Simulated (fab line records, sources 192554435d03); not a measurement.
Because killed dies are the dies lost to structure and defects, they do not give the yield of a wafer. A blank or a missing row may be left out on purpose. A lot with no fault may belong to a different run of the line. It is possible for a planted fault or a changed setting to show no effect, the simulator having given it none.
fab line records	flow n5Finfet
record: lots: 4	wafers: 12	lastDay: 15
route steps=1938 shown HKMG_FIN@433 GATE_CUT@465 PASSIVATION@1936
lots with no fault: from the same line, run without faults
startH: hours from the record's first day to the start of the lot's first wafer shown	waitH: hours since the lot's step before	" identical to the entry in the row above	L1.1+2: several wafers, shown together as one row	- value missing, or start not given	* or withheld: withheld	< > ~ a bound
route shown NAME@n: names a module that has steps shown in the file, with the first one's number in the route	usual: mean and standard deviation over wafers with no fault	same: alike in all rows	chamber/n: place in a boat	sites: each site's reading	_std_site: how widely they spread, as a standard deviation	_edge_site: inner sites' mean taken away from outer sites' mean	radiusMm: how far each site lies from the wafer's centre	mask NAME#n: copy n	behind: the tool/chamber that last shaped the wafer	hold: why the lot went on hold/how many hours it stayed there/how the hold came to an end	device: names the non-switching transistor (n, p or np)	end of line: the tests these same wafers got at the end of their route	a step with no rows: only its recipe	killed: at the first sort, the dies lost to defects and structure; wafer yield is something else	map: per-die view of a wafer (x killed, . not killed, _ where there is no die)
set.NAME: the setting as run; set.NAME@STEP: as run at that earlier step	model.NAME: the simulator's own value behind a step, which no gauge read
lots at some steps of the route; a table a step, a row a wafer
services: when a tool's chamber went out of use (startH, in hours from the record's first day, below 0 if earlier), for how many hours, and the reason
== steps ==
step: N5_HKMG_FIN_DESCUM_17
recipe: chemistry: O2	timeS: 7.9	sourcePowerW: 50	biasPowerW: 20	pressureMtorr: 20	rfFrequencyHz: 2.712e+07	tempC: 40	resist: CAR-ArF	o2FlowSccm: 225
step: N5_HKMG_FIN_ETCH_31
recipe: chemistry: CF4	target: SiARC	targetDepthA: 455	maskMaterial: CAR-ArF	timeS: 75.8	ionEnergyEv: 80	pressureMtorr: 40	sourceW: 545	biasW: 36	Ar_flow_sccm: 100	cf4FlowSccm: 100	ends: cleared
step: N5_HKMG_FIN_ETCH_32
recipe: chemistry: N2/H2	target: SOC	targetDepthA: 2400	tempC: 40	timeS: 300	ionEnergyEv: 200	maskMaterial: SiARC	pressureMtorr: 30	sourceW: 840	biasW: 150	n2FlowSccm: 200	h2FlowSccm: 200
step: N5_HKMG_FIN_STRIP_33
recipe: chemistry: N2/H2	tempC: 40	n2FlowSccm: 200	h2FlowSccm: 200	rfFrequencyHz: 6e+07
step: N5_HKMG_FIN_STRIP_34
recipe: chemistry: CF4	resist: SiARC	powerW: 300	biasPowerW: 75	pressureMtorr: 50	cf4FlowSccm: 150	rfFrequencyHz: 6e+07
step: N5_HKMG_FIN_ETCH_35
recipe: chemistry: N2/H2	target: SOC	targetDepthA: 2158	ionEnergyEv: 65	biasW: 5	sourceW: 3000	timeS: 243.4	pressureMtorr: 30	n2FlowSccm: 200	h2FlowSccm: 200
step: N5_HKMG_FIN_STRIP_92
recipe: chemistry: N2/H2	material: SOC	timeS: 20	powerW: 500	tempC: 40	pressureMtorr: 50	rfFrequencyHz: 6e+07	biasPowerW: 8	h2Frac: 0.5	n2FlowSccm: 300	h2FlowSccm: 300
step: N5_HKMG_FIN_WET_ETCH_18
recipe: chemistry: SC1	target: TiN	mix: 1:1:5	tempC: *	timeS: 55	targetDepthNm: 5.2	dry: ipaMarangoni	rinseTimeS: 30	rinseTempC: 23
step: N5_HKMG_FIN_STRIP_19
recipe: chemistry: N2/H2	powerW: 2500	tempC: 300	h2Frac: 0.65	timeS: 360	pressureMtorr: withheld	n2FlowSccm: 1750	h2FlowSccm: 3250
step: N5_HKMG_FIN_ALD_91
recipe: material: TiN	targetThkA: 10	tempC: 400	aldPrecursorFamily: TiCl4	aldCoReactant: NH3	pulseTimeS: 1	purgeTimeS: 3	coReactantPurgeTimeS: 2	coReactantPulseTimeS: 2	aldCycles: 47	pressureTorr: 3
step: N5_HKMG_FIN_COAT_85
recipe: resist: SOC	tempC: 250	timeS: 60	spinRpm: 1500	resistThkNm: 300
step: N5_HKMG_FIN_ETCH_86
recipe: chemistry: N2/H2	target: SOC	targetDepthA: 3932	stopOn: TiN	ionEnergyEv: 100	biasW: 61	pressureMtorr: 30	sourceW: 850	n2FlowSccm: 200	h2FlowSccm: 200
usual: biasW: 60.97/0.18	drypumpMotorCurrentA: 5.6/0.38	oesProductAu: 0.78/0.087	rfVppV: 241.0/1.3	showerheadPlenumPTorr: 2.58/0.086	throttleValvePct: 17.72/0.24
lot.wafer	tool	chamber	startH	waitH	biasW	drypumpMotorCurrentA	oesProductAu	rfHoursCounterH	rfVppV	showerheadPlenumPTorr	throttleValvePct
L590.1	rieDiel-05	3	77.48	-	61.04	5.7	0.74	166	240.5	2.52	17.48
L590.5	"	1	"	"	61.10	5.4	0.69	-	239.9	2.52	18.15
L590.6	"	0	"	"	61.05	5.6	0.94	-	242.0	2.73	17.71
L600.1	rieDiel-02	0	141.46	-	61.05	5.4	0.81	99	241.8	2.57	17.55
L600.2	"	2	"	"	61.24	6.6	0.76	138	239.9	2.43	17.68
L600.4	"	1	"	"	60.70	5.4	0.67	-	242.0	2.62	18.24
L604.2	rieDiel-05	2	158.57	-	60.63	5.8	0.70	186	241.2	2.63	17.34
L604.3	"	0	"	"	61.16	5.6	0.87	40	244.0	2.71	17.76
L604.6	"	3	"	"	60.71	5.7	0.71	-	240.1	2.50	17.54
L603.2	rieDiel-05	3	161.17	-	61.22	5.7	0.71	199	241.0	2.50	17.54
L603.5	"	3	"	"	61.02	5.7	0.71	-	239.1	2.50	17.53
L603.6	"	0	"	"	61.17	5.6	0.87	-	243.1	2.71	17.77
step: N5_HKMG_FIN_STRIP_89
recipe: chemistry: N2/H2	material: SOC	timeS: 20	powerW: 500	tempC: 40	pressureMtorr: 50	rfFrequencyHz: 6e+07	biasPowerW: 8	h2Frac: 0.5	n2FlowSccm: 300	h2FlowSccm: 300
step: N5_HKMG_FIN_WET_ETCH_87
recipe: chemistry: SC1	target: TiN	mix: 1:2:40	tempC: 50	timeS: 154.2	targetDepthNm: 4.7	dry: ipaMarangoni	rinseTimeS: 30	rinseTempC: 23
step: N5_HKMG_FIN_STRIP_88
recipe: chemistry: N2/H2	powerW: 2500	tempC: 300	h2Frac: 0.65	timeS: 360	pressureMtorr: withheld	n2FlowSccm: 1750	h2FlowSccm: 3250
step: N5_HKMG_FIN_NWFM_ALD_20
recipe: material: TiAlC	targetThkA: 20	tempC: 300	aldPrecursorFamily: TiCl4	aldCoReactant: TEA	pulseTimeS: 3	purgeTimeS: 2	coReactantPurgeTimeS: 2	coReactantPulseTimeS: 10	aldCycles: 7	pressureTorr: 3
step: N5_HKMG_FIN_ALD_71
recipe: material: TiN	targetThkA: 10	tempC: 400	aldPrecursorFamily: TiCl4	aldCoReactant: NH3	pulseTimeS: 1	purgeTimeS: 3	coReactantPurgeTimeS: 2	coReactantPulseTimeS: 2	aldCycles: 47	pressureTorr: 3
step: N5_HKMG_FIN_COAT_66
recipe: resist: SOC	tempC: 250	timeS: 60	spinRpm: 1500	resistThkNm: 300
step: N5_HKMG_FIN_ETCH_67
recipe: chemistry: N2/H2	target: SOC	targetDepthA: 3889	stopOn: TiN	ionEnergyEv: 100	biasW: 61	pressureMtorr: 30	sourceW: 850	n2FlowSccm: 200	h2FlowSccm: 200
step: N5_HKMG_FIN_STRIP_90
recipe: chemistry: N2/H2	material: SOC	timeS: 20	powerW: 500	tempC: 40	pressureMtorr: 50	rfFrequencyHz: 6e+07	biasPowerW: 8	h2Frac: 0.5	n2FlowSccm: 300	h2FlowSccm: 300
step: N5_HKMG_FIN_WET_ETCH_73
recipe: chemistry: SC1	mix: 1:2:40	tempC: 50	timeS: 42.3	targetDepthNm: 1.3	dry: ipaMarangoni	rinseTimeS: 30	rinseTempC: 23
step: N5_HKMG_FIN_ETCHBACK_68
recipe: chemistry: Cl2/Ar	stopOn: HfO2	targetDepthA: 5	pressureMtorr: 10	icpW: 600	biasW: 60	Cl2_flow_sccm: 40	Ar_flow_sccm: 60
step: N5_HKMG_FIN_STRIP_69
recipe: chemistry: N2/H2	powerW: 2500	tempC: 300	h2Frac: 0.65	timeS: 360	pressureMtorr: withheld	n2FlowSccm: 1750	h2FlowSccm: 3250
step: N5_HKMG_FIN_ALD_21
recipe: material: TiN	targetThkA: 15	tempC: 400	aldPrecursorFamily: TiCl4	aldCoReactant: NH3	pulseTimeS: 1	purgeTimeS: 3	coReactantPurgeTimeS: 2	coReactantPulseTimeS: 2	aldCycles: 68	pressureTorr: 3
step: N5_HKMG_FIN_ALD_72
recipe: material: W	targetThkA: 20	tempC: 300	pressureTorr: 7.5	aldPrecursorFamily: WF6	aldCoReactant: B2H6	pulseTimeS: 1	purgeTimeS: 2	coReactantPurgeTimeS: 2	coReactantPulseTimeS: 3	aldCycles: 7
step: N5_HKMG_FIN_W_FILL_22
recipe: material: W	targetThkA: 600	tempC: 400	pressureTorr: 39.4	timeS: 18.2
step: N5_HKMG_FIN_PRECLEAN_83
recipe: chemistry: DIW	timeS: 57.5	tempC: 23
step: N5_HKMG_FIN_SRD_84
recipe: dryTimeS: 32	dry: n2Spin	spinRpm: 1500
step: N5_HKMG_FIN_CMP_23
recipe: stopOn: SiNx	tOverpolishS: 10	postCmpClean: rinseOnly	downForcePsi: 4	platenRpm: 50.289	padVelocityMS: 1.0006	targetThkNm: 46.326
step: N5_HKMG_FIN_CMP_94
recipe: stopOn: SiNx	postCmpClean: wDiluteNh4oh	tOverpolishS: 4.7	downForcePsi: 4	platenRpm: 50.289	padVelocityMS: 1.0006	targetThkNm: 43.299
step: N5_GATE_CUT_ETCHBACK_00
recipe: chemistry: SF6/Cl2	target: W	pressureMtorr: 8	icpW: 900	biasW: 80	SF6_flow_sccm: 40	Cl2_flow_sccm: 60
step: N5_GATE_CUT_ETCH_56
recipe: chemistry: Cl2/Ar	target: TiN	targetDepthA: 216	pressureMtorr: 10	icpW: 600	biasW: 60	Cl2_flow_sccm: 40	Ar_flow_sccm: 60
step: N5_GATE_CUT_ETCHBACK_30
recipe: chemistry: Cl2/Ar	target: TiN	targetDepthA: 30	mode: isotropic	pressureMtorr: 10	icpW: 600	biasW: 60	Cl2_flow_sccm: 40	Ar_flow_sccm: 60
step: N5_GATE_CUT_VAPOR_ETCH_60
recipe: chemistry: BCl3/Cl2	target: HfO2	mode: isotropic
step: N5_GATE_CUT_ETCH_58
recipe: chemistry: CH3F/O2	target: SiNx	targetDepthA: 170	timeS: 128.6	ionEnergyEv: 50	pressureMtorr: 30	sourceW: 415	biasW: 21	Ar_flow_sccm: 150	CH3F_flow_sccm: 30	O2_flow_sccm: 20
step: N5_GATE_CUT_STRIP_59
recipe: chemistry: N2/H2	timeS: 20	powerW: 100	tempC: 40	pressureMtorr: 100	rfFrequencyHz: 6e+07	biasPowerW: 3	n2FlowSccm: 300	h2FlowSccm: 300
step: N5_GATE_CUT_PRECLEAN_31
recipe: tempC: 23	chemistry: DIW	timeS: 300
step: N5_GATE_CUT_SRD_32
recipe: timeS: 30	tempC: 23	rinseLiquid: diw	dry: ipaMarangoni
step: N5_GATE_CUT_SAC_CAP_01
recipe: material: SiNx	targetThkA: 240	tempC: 400	aldPrecursorFamily: SiH2I2	aldCoReactant: N2/H2-plasma	pulseTimeS: 1	aldCycles: 480	purgeTimeS: 2	coReactantPurgeTimeS: 2	pressureTorr: 2
step: N5_PASSIVATION_PROBE_49
usual: defectLimitedYield: 91.0/1.5	killed_at_M0_to_M3: 34/9.1	killed_at_M4_up: 14/5.7	killedAtContacts: 13/5.7	killedAtFrontEnd: 42/12	killedAtOther: 4/3.4	killedDies: 106/17	killedOpen: 70/13	killedShort: 34/7.5	sort_bin_5_function: 5.2/0.94	sort_bin_6_memory: 3.4/0.69	sortNPass: 1074/17	sortYieldPct: 91.0/1.5
same: grossDies: 1180	killedAtBackSide: 0	sort_bin_4_leakage[%]: 0	sort_bin_8_speed[%]: 0
lot.wafer	tool	chamber	startH	waitH	defectLimitedYield[%]	killed_at_M0_to_M3	killed_at_M4_up	killedAtContacts	killedAtFrontEnd	killedAtOther	killedDies	killedOpen	killedShort	sort_bin_5_function[%]	sort_bin_6_memory[%]	sortNPass	sortYieldPct[%]
L590.1	prober-01	-	270.85	0.0	92.8	35	13	8	27	2	85	54	28	4.2	2.8	1095	92.8
L590.5	prober-01	-	271.05	0.2	92.0	22	23	14	33	2	94	59	30	4.2	3.3	1086	92.0
L590.6	prober-01	-	271.10	0.3	93.4	32	8	10	27	1	78	52	21	3.4	3.1	1102	93.4
L603.2	prober-02	-	356.75	0.1	83.2	26	12	8	150	2	198	61	29	10.8	3.6	982	83.2
L603.5	prober-02	-	356.90	0.2	80.6	34	11	14	168	2	229	84	34	11.7	5.9	951	80.6
L604.6	prober-02	-	359.72	0.3	86.4	13	6	6	134	1	160	33	14	8.3	3.2	1020	86.4
killed by level:class
L590.1 BEOL_M0_SAQP:geometricParticle:short=8 BEOL_M1:geometricParticle:open=8 STI_FIN_REVEAL:geometricParticle:open=7 DUMMY_GATE:geometricParticle:short=7 MOL_CONTACT_COAG:geometricParticle:open=7 BEOL_M4:geometricParticle:open=7 BEOL_M2:geometricParticle:open=7 BEOL_M3:geometricParticle:open=4
L590.5 MOL_CONTACT_COAG:geometricParticle:open=10 BEOL_M4:geometricParticle:open=9 BEOL_M0_SAQP:geometricParticle:open=8 STI_FIN_REVEAL:geometricParticle:open=7 BEOL_M0_SAQP:geometricParticle:short=5 FIN_SAQP:geometricParticle:short=4 MOL_CONTACT_COAG:geometricParticle:short=4 STARTING-WAFER:geometricParticle:short=4
L590.6 BEOL_M2:geometricParticle:open=9 MOL_CONTACT_COAG:geometricParticle:open=8 DUMMY_GATE:geometricParticle:open=7 FIN_SAQP:geometricParticle:open=6 BEOL_M0_SAQP:geometricParticle:short=6 BEOL_M0_SAQP:geometricParticle:open=6 BEOL_M1:geometricParticle:open=6 DUMMY_GATE:geometricParticle:short=4
L603.2 HKMG_FIN:unspecified=106 STI_FIN_REVEAL:geometricParticle:open=12 BEOL_M0_SAQP:geometricParticle:open=10 FIN_SAQP:geometricParticle:short=8 BEOL_M0_SAQP:geometricParticle:short=7 MOL_CONTACT_COAG:geometricParticle:open=6 FIN_SAQP:geometricParticle:open=6 BEOL_M1:geometricParticle:open=5
L603.5 HKMG_FIN:unspecified=109 STI_FIN_REVEAL:geometricParticle:open=18 FIN_SAQP:geometricParticle:open=15 MOL_CONTACT_COAG:geometricParticle:open=10 BEOL_M1:geometricParticle:open=9 FIN_SAQP:geometricParticle:short=7 BEOL_M3:geometricParticle:open=7 GATE_CUT:geometricParticle:short=6
L604.6 HKMG_FIN:unspecified=110 MOL_CONTACT_COAG:geometricParticle:open=6 DUMMY_GATE:geometricParticle:open=5 FIN_SAQP:geometricParticle:open=4 STI_FIN_REVEAL:geometricParticle:open=4 BEOL_M2:geometricParticle:open=4 BEOL_M0_SAQP:geometricParticle:short=3 BEOL_M5:geometricParticle:open=3
map L603.5 (x killed, . not)
_________________x..xx.xxxx.x________________
______________x....x.xxxxxxxxxx._____________
___________..xxx......x.xxxxxxxx.x.__________
__________x..........xxxxxxxxxxx.xx._________
________xx....x.....xxxxxxxxxxxxx....._______
_______..........x..xxxxxxxxxxxx.......______
______........x....xxxxxxxxxxxxxx......._____
_____..........x.x..xxx.xxxxxxxxxx.x.....____
____............xx..x.x.xxxxxxxxxx.x......___
___....x.............x...xx.xx.x...x.......__
___..x..........x..........x.x.......x...x.__
__.........x.................x...........x.._
__....................x.....x.........x....._
_.x........x.........x.......xx............x.
_...x.x....x...............x................x
_.....................x...xx..x.x............
_........x........x..........x.....x.........
_............x.xx....x..............x........
_..........................x.......x..xx.x...
_....x......x...x.......x...x..x....x........
_......x....x............x.....x.........x...
__.........x...............x..........x....._
__.....x........................x.........xx_
___.........x..x..x....x...........xx......__
___.x.....................x..x.............__
____....x......x..x.....x.........x.......___
_____....x................x.x...x..x.x...____
______................x..x............x._____
_______.x.x.....x...x.......x..........______
________x..................x...xx....._______
__________.x.......x..............x._________
___________..............x.........__________
______________...........x......_____________
_________________........x...________________
map L604.6 (x killed, . not)
_________________.x..x..xxxxx________________
______________.....x..xxxxxxxxxx_____________
___________.x...x.....xxxxxxxxxxxx.__________
__________............xxxxxxxxxxx..._________
________.............xxxxxxxxxxxxx...._______
_______x.....x..x..xx.xxxxxxxxxxxxx....______
______.x..............xxxxxxxxxxxx.....x_____
_____..............xxxx.xxxxxxxxxx.......____
____.................x.xx.xxxxxx..........___
___.......x.........xx...xxxxxxx..x........__
___.x....................xxxx..............__
__.............x...........x.x.............._
__..x...x.................x................._
_............................................
_........xx..................................
_................................x...........
_.............x..............................
_............................................
_............................................
_.................x...x......................
_x.x.............x.................x.x.......
__....x..............x......................_
__.......................x...x.............._
___...................x.................x..__
___................x.....................x.__
____..........x.............x...x.........___
_____.............................x......____
______.................................._____
_______........x.......................______
________.............................._______
__________.........................._________
___________.....................x.x__________
______________........x........._____________
_________________............________________
== services ==
tool	chamber	startH	hours	kind
rieDiel-05	1	89.57	3.7	repair
rieDiel-02	2	123.38	3.3	repair
rieDiel-02	3	124.20	18.9	repair
rieDiel-05	2	127.78	5.4	repair
rieDiel-02	1	143.12	-	clean
rieDiel-02	1	143.12	-	consumableReplace:focusRing
rieDiel-02	1	143.12	20.1	scheduledDown
rieDiel-02	1	143.12	20.1	ventCycle
rieDiel-05	1	153.82	-	clean
rieDiel-05	1	153.82	-	consumableReplace:focusRing
rieDiel-05	1	153.82	20.4	scheduledDown
rieDiel-05	1	153.82	20.4	ventCycle
== key ==
firstSign: step: N5_PASSIVATION_PROBE_49	reading: killedAtFrontEnd	direction: up	sigmas: 8.8	usual: 42	struck: 151
effect: step: N5_PASSIVATION_PROBE_49	reading: defectLimitedYield	direction: down	sigmas: 5.2	usual: 91.0	struck: 83.4
moreKillsBornAt: N5_HKMG_FIN_ETCH_86@rieDiel-05: 324
metAt N5_HKMG_FIN_ETCH_86
struckWafers L603.2,L603.5,L604.6
onsetBetween 77.48 158.57
fault: kind: chamberParticleSource	tool: rieDiel-05	chamber: 3	onsetH: 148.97	steps: N5_HKMG_FIN_ETCH_86	ratePerVisitCm2: 0.69755	endH: 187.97
